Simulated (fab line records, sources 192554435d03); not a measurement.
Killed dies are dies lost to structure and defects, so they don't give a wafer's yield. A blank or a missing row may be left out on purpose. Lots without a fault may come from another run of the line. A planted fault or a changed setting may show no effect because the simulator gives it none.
fab line records | flow n5_finfet
record lots=6 wafers=16 last_day=17
route steps=1938 shown BEOL_M14@1745 PASSIVATION@1936
lots that met no fault: from a run of the same line without faults
start_h: hours from the record's first day to the start of the lot's first wafer shown | wait_h: hours since the lot's step before | " the same as in the row above | L1.1+2: a row that stands for several wafers | - no value, or no start given | * or withheld: withheld | < > ~ a bound
route shown NAME@n: a module of which the file shows steps, and the number in the route of the first | usual: mean/standard deviation of fault-free wafers | same: alike in all rows | chamber/n: place in a boat | sites: the reading at each site | _std_site: their standard deviation | _edge_site: outer sites' mean less inner sites' | radius_mm: how far each site lies from the wafer's centre | mask NAME#n: copy n | behind: the tool/chamber that last shaped the wafer | hold: why the lot was held/for how many hours/how that ended | device: the transistor (n, p or np) that didn't switch | end of line: the same wafers' tests at the end of the route | a step without rows: its recipe alone | killed: dies lost to structure and defects at the first sort, not the wafer's yield | map: a wafer's dies, x killed, . not, _ none there
set.NAME: the setting as run; set.NAME@STEP: as run at that earlier step | model.NAME: the simulator's own value behind a step, which no gauge read
lots at some steps of the route; a table a step, a row a wafer
services: from which hour (start_h, from the record's first day; less than 0 if before it) a tool's chamber was out of use, for how many hours, and why
## steps
# step N5_BEOL_M14_HARDBAKE_32
# recipe temp_c=130 time_s=120
# step N5_BEOL_M14_CD_MEAS_28
# recipe target_cd_nm=284.4 landing_energy_ev=500 detector=se_inlens
# usual cd_nm=285.1/2.4
# columns lot.wafer tool chamber start_h wait_h cd_nm
L131.2 cd_sem-02 0 244.40 - 280.1
L131.4 " 0 " " 282.8
L131.6 " 0 " " 284.8
L130.2 cd_sem-01 0 253.00 - 282.6
L130.4 " 0 " " 282.9
L130.6 " 0 " " 284.4
L140.1 cd_sem-01 0 314.51 - 284.7
L140.2 " 0 " " 283.2
L144.1 cd_sem-02 0 330.46 - 288.9
L144.3 " 0 " " 285.4
L148.1 cd_sem-02 0 361.21 - 285.6
L148.3 " 0 " " 283.3
L148.6 " 0 " " 284.8
L149.2 cd_sem-02 0 367.93 - 287.7
L149.3 " 0 " " 285.4
L149.5 " 0 " " 287.7
# step N5_BEOL_M14_OVL_MEAS_29
# recipe points_per_wafer=44
# usual M14_OVL=3/4.6
# columns lot.wafer tool chamber start_h wait_h M14_OVL[nm]
L131.2 overlay-01 0 244.43 0.0 0
L131.4 " 0 " " -2
L131.6 " 0 " " 1
L130.2 overlay-02 0 253.03 0.0 2
L130.4 " 0 " " -4
L130.6 " 0 " " -3
L140.1 overlay-02 0 314.54 0.0 7
L140.2 " 0 " " 4
L144.1 overlay-01 0 330.49 0.0 4
L144.3 " 0 " " 8
L148.1 overlay-01 0 361.24 0.0 5
L148.3 " 0 " " 11
L148.6 " 0 " " -1
L149.2 overlay-02 0 367.96 0.0 12
L149.3 " 0 " " 12
L149.5 " 0 " " 3
# step N5_BEOL_M14_INSPECT_30
# recipe mode=adi inspect_instrument=macro
# usual raw_defect_count=2.3/1.6
# columns lot.wafer tool chamber start_h wait_h raw_defect_count
L131.2 defect_inspect-01 - 244.46 0.0 1
L131.4 " - " " 2
L131.6 " - " " 5
L130.2 defect_inspect-01 - 253.05 0.0 4
L130.4 " - " " 3
L130.6 " - " " 0
L140.1 defect_inspect-02 - 314.56 0.0 5
L140.2 " - " " 3
L144.1 defect_inspect-01 - 330.51 0.0 2
L144.3 " - " " 2
L148.1 defect_inspect-02 - 361.26 0.0 4
L148.3 " - " " 4
L148.6 " - " " 3
L149.2 defect_inspect-01 - 367.98 0.0 3
L149.3 " - " " 3
L149.5 " - " " 4
# step N5_BEOL_M14_DESCUM_33
# recipe chemistry=O2 time_s=7.9 source_power_w=50 bias_power_w=20 pressure_mtorr=20 rf_frequency_hz=2.712e+07 temp_c=40 o2_flow_sccm=225
# usual drypump_motor_current_A=5.6/0.55 oes_product_au=0.82/0.081 rf_vpp_V=243.4/1.4 showerhead_plenum_p_Torr=2.11/0.08 throttle_valve_pct=20.45/0.19
# columns lot.wafer tool chamber start_h wait_h drypump_motor_current_A oes_product_au rf_hours_counter_h rf_vpp_V showerhead_plenum_p_Torr throttle_valve_pct
L131.2 rie_diel-04 1 244.64 0.2 5.9 0.98 1 242.8 2.16 20.77
L131.4 " 2 " " 5.6 0.91 24 241.5 2.03 20.25
L131.6 " 2 " " 5.7 0.92 - 241.4 2.03 20.25
L130.2 rie_diel-05 0 253.09 0.0 4.8 0.94 16 245.4 2.25 20.53
L130.4 " 2 " " 5.3 0.84 - 244.0 2.12 20.17
L130.6 " 0 " " 4.8 0.94 - 244.9 2.25 20.53
L140.1 rie_diel-05 1 315.51 0.9 5.3 0.85 56 244.5 2.20 20.46
L140.2 " 2 " " 5.3 0.80 107 244.4 2.11 20.22
L144.1 rie_diel-06 2 330.90 0.4 5.1 0.74 150 243.7 2.20 20.35
L144.3 " 0 " " 6.2 0.90 27 243.0 2.03 20.39
L148.1 rie_diel-06 3 361.29 0.0 5.9 0.75 171 241.3 2.09 20.52
L148.3 " 2 " " 5.1 0.74 163 244.5 2.20 20.38
L148.6 " 0 " " 6.2 0.89 - 243.0 2.03 20.42
L149.2 rie_diel-04 3 368.01 0.0 6.2 0.71 194 240.2 1.99 20.75
L149.3 " 1 " " 5.9 0.86 50 243.6 2.15 20.83
L149.5 " 1 " " 5.9 0.86 - 244.7 2.15 20.85
# step N5_BEOL_M14_ETCH_67
# recipe chemistry=CF4 target=SiARC target_depth_a=1430 time_s=238.3 ion_energy_ev=80 pressure_mtorr=40 source_w=545 bias_w=36 Ar_flow_sccm=100 cf4_flow_sccm=100 ends=cleared
# usual drypump_motor_current_A=5.6/0.55 etch_rf_on_time_s=236/7.1 oes_product_au=0.70/0.077 rf_vpp_V=184.4/1.1 showerhead_plenum_p_Torr=2.16/0.073 throttle_valve_pct=15.62/0.19
# columns lot.wafer tool chamber start_h wait_h drypump_motor_current_A etch_rf_on_time_s oes_product_au rf_hours_counter_h rf_vpp_V showerhead_plenum_p_Torr throttle_valve_pct
L131.2 rie_diel-04 1 244.68 0.0 5.9 228 0.85 1 184.2 2.19 15.73
L131.4 " 2 " " 5.7 242 0.77 24 183.8 2.08 15.42
L131.6 " 2 " " 5.7 243 0.77 - 183.6 2.08 15.43
L130.2 rie_diel-05 0 253.13 0.0 4.8 220 0.84 16 185.5 2.28 15.47
L130.4 " 2 " " 5.3 237 0.70 - 184.1 2.15 15.21
L130.6 " 0 " " 4.8 220 0.85 - 187.3 2.28 15.49
L140.1 rie_diel-05 1 315.57 0.0 5.3 228 0.75 56 186.0 2.25 15.63
L140.2 " 2 " " 5.3 242 0.67 107 184.6 2.14 15.26
L144.1 rie_diel-06 2 330.94 0.0 5.1 236 0.64 150 185.4 2.26 15.61
L144.3 " 0 " " 6.3 234 0.78 27 185.1 2.09 15.60
L148.1 rie_diel-06 3 361.33 0.0 5.9 240 0.62 171 183.8 2.13 15.73
L148.3 " 2 " " 5.1 236 0.63 163 185.1 2.26 15.64
L148.6 " 0 " " 6.2 234 0.77 - 182.9 2.09 15.64
L149.2 rie_diel-04 3 368.05 0.0 6.2 246 0.61 194 182.4 2.05 16.01
L149.3 " 1 " " 5.9 228 0.75 50 182.3 2.18 15.81
L149.5 " 1 " " 5.9 228 0.75 - 186.0 2.18 15.83
# step N5_BEOL_M14_ETCH_68
# recipe chemistry=N2/H2 target=SOC mask_material=SiARC source_w=3000 bias_w=350 temp_c=40 time_s=450 ion_energy_ev=200 pressure_mtorr=30 n2_flow_sccm=200 h2_flow_sccm=200
# usual drypump_motor_current_A=5.6/0.55 oes_product_au=0.82/0.082 rf_vpp_V=524.6/2.5 showerhead_plenum_p_Torr=2.57/0.09 throttle_valve_pct=17.79/0.19
# columns lot.wafer tool chamber start_h wait_h drypump_motor_current_A oes_product_au rf_hours_counter_h rf_vpp_V showerhead_plenum_p_Torr throttle_valve_pct
L131.2 rie_diel-04 1 244.82 0.1 5.9 0.98 1 525.4 2.60 17.83
L131.4 " 2 " " 5.7 0.93 25 522.3 2.48 17.60
L131.6 " 2 " " 5.7 0.92 - 522.8 2.48 17.62
L130.2 rie_diel-05 0 253.27 0.1 4.8 0.94 16 528.9 2.71 17.68
L130.4 " 2 " " 5.3 0.83 - 524.4 2.57 17.41
L130.6 " 0 " " 4.8 0.95 - 528.8 2.71 17.68
L140.1 rie_diel-05 1 315.79 0.1 5.3 0.85 56 526.7 2.70 17.95
L140.2 " 2 " " 5.3 0.81 107 524.2 2.55 17.45
L144.1 rie_diel-06 2 331.08 0.1 5.1 0.74 150 528.4 2.66 17.73
L144.3 " 0 " " 6.2 0.89 27 522.0 2.50 17.81
L148.1 rie_diel-06 3 361.47 0.1 5.9 0.74 171 524.0 2.54 17.87
L148.3 " 2 " " 5.1 0.74 163 525.9 2.66 17.74
L148.6 " 0 " " 6.3 0.89 - 522.1 2.50 17.81
L149.2 rie_diel-04 3 368.19 0.1 6.2 0.71 195 520.3 2.42 18.23
L149.3 " 1 " " 5.9 0.86 50 525.9 2.57 17.93
L149.5 " 1 " " 5.8 0.86 - 525.7 2.57 17.93
# step N5_BEOL_M14_STRIP_69
# recipe chemistry=N2/H2 temp_c=40 n2_flow_sccm=200 h2_flow_sccm=200 rf_frequency_hz=6e+07
# step N5_BEOL_M14_TRENCH_ETCH_34
# recipe chemistry=C4F8/O2/Ar target=SiO2 target_depth_a=5566.5 mask_material=SOC he_inner_torr=15 he_outer_torr=30 time_s=126.9 ion_energy_ev=800 pressure_mtorr=20 source_w=1905 bias_w=2040 Ar_flow_sccm=400 C4F8_flow_sccm=16 O2_flow_sccm=12
# usual drypump_motor_current_A=5.6/0.55 oes_product_au=0.82/0.09 rf_vpp_V=2250/48 showerhead_plenum_p_Torr=3.47/0.12 throttle_valve_pct=30.9/0.33
# columns lot.wafer tool chamber start_h wait_h drypump_motor_current_A oes_product_au rf_hours_counter_h rf_vpp_V showerhead_plenum_p_Torr throttle_valve_pct
L131.2 rie_diel-04 1 245.10 0.0 5.9 0.99 2 2183 3.53 31.3
L131.4 " 2 " " 5.7 0.88 25 2281 3.32 30.5
L131.6 " 2 " " 5.6 0.89 - 2281 3.32 30.5
L130.2 rie_diel-05 0 253.55 0.0 4.8 0.98 16 2278 3.67 31.2
L130.4 " 2 " " 5.3 0.82 - 2208 3.42 30.3
L130.6 " 0 " " 4.8 0.97 - 2276 3.67 31.2
L140.1 rie_diel-05 1 316.20 0.0 5.3 0.88 56 2258 3.60 31.0
L140.2 " 2 " " 5.3 0.80 107 2207 3.41 30.3
L144.1 rie_diel-06 2 331.36 0.0 5.1 0.73 150 2284 3.62 30.9
L144.3 " 0 " " 6.2 0.90 27 2182 3.35 30.9
L148.1 rie_diel-06 3 361.75 0.0 5.9 0.73 171 2301 3.41 30.8
L148.3 " 2 " " 5.1 0.72 163 2283 3.61 30.9
L148.6 " 0 " " 6.3 0.89 - 2182 3.35 30.9
L149.2 rie_diel-04 3 368.47 0.0 6.2 0.70 195 2268 3.32 31.5
L149.3 " 1 " " 5.9 0.88 50 2178 3.50 31.4
L149.5 " 1 " " 5.9 0.88 - 2179 3.50 31.4
# step N5_BEOL_M14_STRIP_70
# recipe chemistry=C4F8/O2/Ar resist=SiARC rf_frequency_hz=6e+07
# step N5_BEOL_M14_OCD_MEAS_35
# usual trench_depth_nm=559/17
# columns lot.wafer tool chamber start_h wait_h trench_depth_nm
L131.2 ocd-01 - 245.25 0.0 575
L131.4 " - " " 533
L131.6 " - " " 534
L130.2 ocd-02 - 253.70 0.0 596
L130.4 " - " " 554
L130.6 " - " " 593
L140.1 ocd-01 - 316.41 0.0 582
L140.2 " - " " 552
L144.1 ocd-02 - 331.51 0.0 546
L144.3 " - " " 559
L148.1 ocd-01 - 361.90 0.0 549
L148.3 " - " " 557
L148.6 " - " " 568
L149.2 ocd-01 - 368.62 0.0 536
L149.3 " - " " 582
L149.5 " - " " 584
# step N5_BEOL_M14_STRIP_37
# recipe chemistry=O2 power_w=600 temp_c=60 pressure_mtorr=30 rf_frequency_hz=6e+07 bias_power_w=0 overash_fraction=0.3 o2_flow_sccm=225
# usual drypump_motor_current_A=5.6/0.56 oes_product_au=0.82/0.081 rf_vpp_V=3.5/0.86 showerhead_plenum_p_Torr=2.11/0.078 throttle_valve_pct=16.69/0.18
# columns lot.wafer tool chamber start_h wait_h drypump_motor_current_A oes_product_au rf_hours_counter_h rf_vpp_V showerhead_plenum_p_Torr throttle_valve_pct
L131.2 rie_diel-04 0 246.44 1.2 6.7 0.73 209 2.8 2.14 16.66
L131.4 " 1 " " 5.9 0.96 2 3.8 2.17 16.91
L131.6 " 3 " " 6.2 0.75 - 3.7 2.00 16.93
L130.2 rie_diel-06 0 257.16 3.5 6.2 0.97 9 3.3 2.04 16.56
L130.4 " 2 " " 5.1 0.78 118 3.2 2.22 16.52
L130.6 " 1 " " 4.8 0.68 - 2.0 2.04 16.79
L140.1 rie_diel-06 2 317.91 1.5 5.1 0.76 142 4.1 2.21 16.59
L140.2 " 3 " " 5.8 0.77 150 4.2 2.10 16.77
L144.1 rie_diel-06 3 331.74 0.2 5.9 0.75 158 5.0 2.10 16.76
L144.3 " 1 " " 4.8 0.95 6 5.7 2.03 16.39
L148.1 rie_diel-04 1 364.42 2.5 5.8 0.86 48 4.0 2.15 17.02
L148.3 " 3 " " 6.2 0.71 193 3.9 1.99 16.97
L148.6 " 2 " " 5.6 0.85 - 2.7 2.02 16.55
L149.2 rie_diel-05 3 370.78 2.2 6.4 0.89 37 4.1 2.13 16.53
L149.3 " 0 " " 4.8 0.85 62 3.4 2.24 16.70
L149.5 " 2 " " 5.3 0.79 - 3.0 2.11 16.48
# step N5_BEOL_M14_ETCH_38
# recipe chemistry=CF4/N2 target=SiCN target_depth_a=1065 taper_deg=2 time_s=120.6 ion_energy_ev=150 mask_material=SiO2 pressure_mtorr=40 source_w=430 bias_w=70 Ar_flow_sccm=100 cf4_flow_sccm=60 n2_flow_sccm=60
# usual drypump_motor_current_A=5.6/0.56 oes_product_au=0.81/0.089 rf_vpp_V=382.7/1.9 showerhead_plenum_p_Torr=2.22/0.074 throttle_valve_pct=15.45/0.19
# columns lot.wafer tool chamber start_h wait_h drypump_motor_current_A oes_product_au rf_hours_counter_h rf_vpp_V showerhead_plenum_p_Torr throttle_valve_pct model.etch.depth_nm
L131.2 rie_diel-04 0 246.48 - 6.7 0.72 209 384.3 2.27 15.56 97.13
L131.4 " 1 " " 5.8 1.01 2 384.5 2.26 15.56 102.5
L131.6 " 3 " " 6.2 0.74 - 380.8 2.13 15.75 95.4
L130.2 rie_diel-06 0 257.20 - 6.2 0.94 9 382.9 2.16 15.40 98.28
L130.4 " 2 " " 5.1 0.76 118 384.4 2.33 15.34 95.6
L130.6 " 1 " " 4.8 0.69 - 380.7 2.16 15.67 95.46
L140.1 rie_diel-06 2 317.97 - 5.1 0.74 142 384.2 2.32 15.37 95.38
L140.2 " 3 " " 5.9 0.68 150 382.9 2.20 15.51 82.64
L144.1 rie_diel-06 3 331.78 - 5.8 0.73 158 382.0 2.20 15.53 93.48
L144.3 " 1 " " 4.8 0.86 6 380.3 2.16 15.23 83.7
L148.1 rie_diel-04 1 364.46 - 5.9 0.88 48 382.3 2.24 15.64 100.6
L148.3 " 3 " " 6.2 0.70 193 379.2 2.11 15.83 93.17
L148.6 " 2 " " 5.7 0.82 - 379.6 2.13 15.31 93.91
L149.2 rie_diel-05 3 370.82 - 6.3 0.88 37 382.6 2.24 15.24 97.14
L149.3 " 0 " " 4.8 0.89 62 384.0 2.33 15.41 101
L149.5 " 2 " " 5.3 0.76 - 384.0 2.20 15.15 94.8
# step N5_BEOL_M14_PRECLEAN_39
# recipe chemistry=residue_remover time_s=60 temp_c=40
# step N5_PASSIVATION_PROBE_49
# usual defect_limited_yield=91.4/1.5 killed_at_M0_to_M3=36/11 killed_at_M4_up=14/6 killed_at_contacts=11/6 killed_at_front_end=37/11 killed_at_other=4/3.4 killed_dies=102/18 killed_open=66/13 killed_short=34/7.8 sort_bin_5_function=5.0/0.97 sort_bin_6_memory=3.2/0.7 sort_bin_8_speed=0.0/0.38 sort_n_pass=1078/19 sort_yield_pct=91.3/1.6
# same gross_dies=1180 killed_at_back_side=0 sort_bin_4_leakage[%]=0
# columns lot.wafer tool chamber start_h wait_h defect_limited_yield[%] killed_at_M0_to_M3 killed_at_M4_up killed_at_contacts killed_at_front_end killed_at_other killed_dies killed_open killed_short sort_bin_5_function[%] sort_bin_6_memory[%] sort_bin_8_speed[%] sort_n_pass sort_yield_pct[%]
L131.2 prober-01 - 271.77 0.1 91.3 27 14 10 41 11 103 65 37 5.3 3.1 0 1077 91.3
L131.4 prober-01 - 271.87 0.2 90.8 39 19 16 31 3 108 73 31 6.0 3.1 0 1072 90.8
L131.6 prober-01 - 271.97 0.3 92.3 42 16 4 23 6 91 55 33 4.8 2.5 0 1089 92.3
L130.2 prober-01 - 286.97 0.1 93.6 17 11 7 39 2 76 43 30 4.0 2.3 0 1104 93.6
L130.4 prober-01 - 287.07 0.2 94.1 24 12 5 29 0 70 46 23 4.1 1.9 0 1110 94.1
L130.6 prober-01 - 287.17 0.3 90.4 43 15 16 37 2 113 81 31 5.5 3.9 0 1067 90.4
L140.1 prober-02 - 343.29 0.0 92.1 22 20 14 33 4 93 73 19 4.2 3.6 0 1087 92.1
L144.3 prober-02 - 353.04 0.1 92.2 39 10 9 31 3 92 61 30 4.3 3.4 0 1088 92.2
L148.1 prober-02 - 390.71 0.0 91.4 36 25 4 29 7 101 66 32 4.2 4.2 0 1079 91.4
L148.3 prober-02 - 390.81 0.1 92.9 34 14 8 20 8 84 58 23 4.4 2.5 0 1096 92.9
L148.6 prober-02 - 390.96 0.3 92.9 35 13 9 22 5 84 54 28 3.9 2.9 0 1096 92.9
L149.2 prober-02 - 397.08 0.1 92.5 24 9 5 41 9 88 61 26 4.9 2.3 0 1092 92.5
L149.3 prober-02 - 397.13 0.1 90.8 34 18 4 45 7 108 71 37 5.5 3.1 0 1072 90.8
L149.5 prober-02 - 397.23 0.2 90.4 34 28 12 35 4 113 68 42 5.8 3.3 0.1 1067 90.4
# killed by level:class
L131.2 FIN_SAQP:geometric_particle:short=10 BEOL_M3:geometric_particle:open=8 DUMMY_GATE:geometric_particle:open=8 BEOL_M4:geometric_particle:open=8 MOL_CONTACT_COAG:geometric_particle:open=7 FIN_SAQP:geometric_particle:open=6 BEOL_M0_SAQP:geometric_particle:short=6 STARTING-WAFER:geometric_particle:short=5
L131.4 MOL_CONTACT_COAG:geometric_particle:open=12 BEOL_M3:geometric_particle:open=12 FIN_SAQP:geometric_particle:open=7 BEOL_M1:geometric_particle:open=7 GATE_CUT:geometric_particle:open=6 GATE_CUT:geometric_particle:short=6 BEOL_M3:geometric_particle:short=5 BEOL_M4:geometric_particle:open=5
L131.6 BEOL_M0_SAQP:geometric_particle:open=11 BEOL_M0_SAQP:geometric_particle:short=9 BEOL_M2:geometric_particle:open=7 FIN_SAQP:geometric_particle:open=6 FIN_SAQP:geometric_particle:short=5 BEOL_M1:geometric_particle:open=5 BEOL_M3:geometric_particle:open=5 BEOL_M4:geometric_particle:open=5
L130.2 FIN_SAQP:geometric_particle:short=10 ILD0:geometric_particle:short=7 BEOL_M4:geometric_particle:open=6 ILD0:geometric_particle:open=5 MOL_CONTACT_COAG:geometric_particle:open=5 STI_FIN_REVEAL:geometric_particle:open=4 BEOL_M0_SAQP:geometric_particle:open=4 BEOL_M0_SAQP:geometric_particle:short=4
L130.4 BEOL_M3:geometric_particle:open=8 GATE_CUT:geometric_particle:short=6 BEOL_M6:geometric_particle:open=5 ILD0:geometric_particle:open=5 BEOL_M2:geometric_particle:open=5 BEOL_M0_SAQP:geometric_particle:open=4 FIN_SAQP:geometric_particle:short=3 DUMMY_GATE:geometric_particle:open=3
L130.6 BEOL_M2:geometric_particle:open=14 MOL_CONTACT_COAG:geometric_particle:open=11 BEOL_M0_SAQP:geometric_particle:open=9 BEOL_M3:geometric_particle:open=9 FIN_SAQP:geometric_particle:short=7 DUMMY_GATE:geometric_particle:open=7 FIN_SAQP:geometric_particle:open=6 STI_FIN_REVEAL:geometric_particle:open=6
L140.1 FIN_SAQP:geometric_particle:open=17 MOL_CONTACT_COAG:geometric_particle:open=11 BEOL_M5:geometric_particle:open=8 BEOL_M0_SAQP:geometric_particle:open=7 BEOL_M2:geometric_particle:open=6 BEOL_M0_SAQP:geometric_particle:short=5 STI_FIN_REVEAL:geometric_particle:open=3 MOL_CONTACT_COAG:geometric_particle:short=3
L144.3 BEOL_M0_SAQP:geometric_particle:open=11 FIN_SAQP:geometric_particle:short=10 FIN_SAQP:geometric_particle:open=8 MOL_CONTACT_COAG:geometric_particle:open=6 BEOL_M2:geometric_particle:open=6 BEOL_M3:geometric_particle:open=6 BEOL_M2:geometric_particle:short=5 STI_FIN_REVEAL:geometric_particle:open=4
L148.1 BEOL_M4:geometric_particle:open=19 BEOL_M0_SAQP:geometric_particle:open=11 BEOL_M0_SAQP:geometric_particle:short=10 FIN_SAQP:geometric_particle:open=8 BEOL_M1:geometric_particle:short=6 BEOL_M3:geometric_particle:open=4 STI_FIN_REVEAL:geometric_particle:short=3 DUMMY_GATE:geometric_particle:open=3
L148.3 BEOL_M4:geometric_particle:open=10 BEOL_M3:geometric_particle:open=9 MOL_CONTACT_COAG:geometric_particle:open=7 BEOL_M0_SAQP:geometric_particle:short=7 BEOL_M1:geometric_particle:open=6 DUMMY_GATE:geometric_particle:open=5 BEOL_M0_SAQP:geometric_particle:open=4 BEOL_M1:geometric_particle:short=4
L148.6 BEOL_M0_SAQP:geometric_particle:short=9 BEOL_M2:geometric_particle:open=9 MOL_CONTACT_COAG:geometric_particle:open=8 BEOL_M4:geometric_particle:open=8 BEOL_M0_SAQP:geometric_particle:open=5 STARTING-WAFER:geometric_particle:short=5 BEOL_M1:geometric_particle:open=4 BEOL_M0:geometric_particle:open=3
L149.2 STI_FIN_REVEAL:geometric_particle:open=15 FIN_SAQP:geometric_particle:open=8 BEOL_M2:geometric_particle:open=7 BEOL_M0_SAQP:geometric_particle:short=5 FIN_SAQP:geometric_particle:short=4 DUMMY_GATE:geometric_particle:open=4 MOL_CONTACT_COAG:geometric_particle:open=4 BEOL_M0_SAQP:geometric_particle:open=4
L149.3 STI_FIN_REVEAL:geometric_particle:open=18 BEOL_M1:geometric_particle:open=12 BEOL_M4:geometric_particle:open=9 FIN_SAQP:geometric_particle:short=7 FIN_SAQP:geometric_particle:open=5 BEOL_M0_SAQP:geometric_particle:short=5 BEOL_M3:geometric_particle:open=5 BEOL_M0_SAQP:geometric_particle:open=4
L149.5 FIN_SAQP:geometric_particle:short=13 BEOL_M4:geometric_particle:open=13 FIN_SAQP:geometric_particle:open=10 MOL_CONTACT_COAG:geometric_particle:open=10 BEOL_M1:geometric_particle:open=8 BEOL_M0_SAQP:geometric_particle:open=6 BEOL_M0_SAQP:geometric_particle:short=5 BEOL_M1:geometric_particle:short=4
## services
# columns tool chamber start_h hours kind
rie_diel-04 1 235.62 8.8 repair
rie_diel-05 3 239.05 115.1 repair
rie_diel-06 1 300.87 - clean
rie_diel-06 1 300.87 - consumable_replace:focus_ring
rie_diel-06 1 300.87 19.6 scheduled_down
rie_diel-06 1 300.87 19.6 vent_cycle
rie_diel-06 0 336.10 14.8 repair
rie_diel-05 0 345.00 5.6 repair
rie_diel-04 0 361.66 - clean
rie_diel-04 0 361.66 - consumable_replace:focus_ring
rie_diel-04 0 361.66 28.3 scheduled_down
rie_diel-04 0 361.66 28.3 vent_cycle
## key
first_sign none at tools or gauges
model_effect step=N5_BEOL_M14_ETCH_38 value=etch.depth_nm without=96.23 struck=83.17
met_at N5_BEOL_M14_ETCH_38
struck_wafers L140.2,L144.3
onset_between 257.20 317.97
fault kind=process_parameter_drift tool=rie_diel-06 chamber=- onset_h=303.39 steps=N5_BEOL_M14_ETCH_38 channel=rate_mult offset=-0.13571 shape=step end_h=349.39 scope=struck_wafers_only
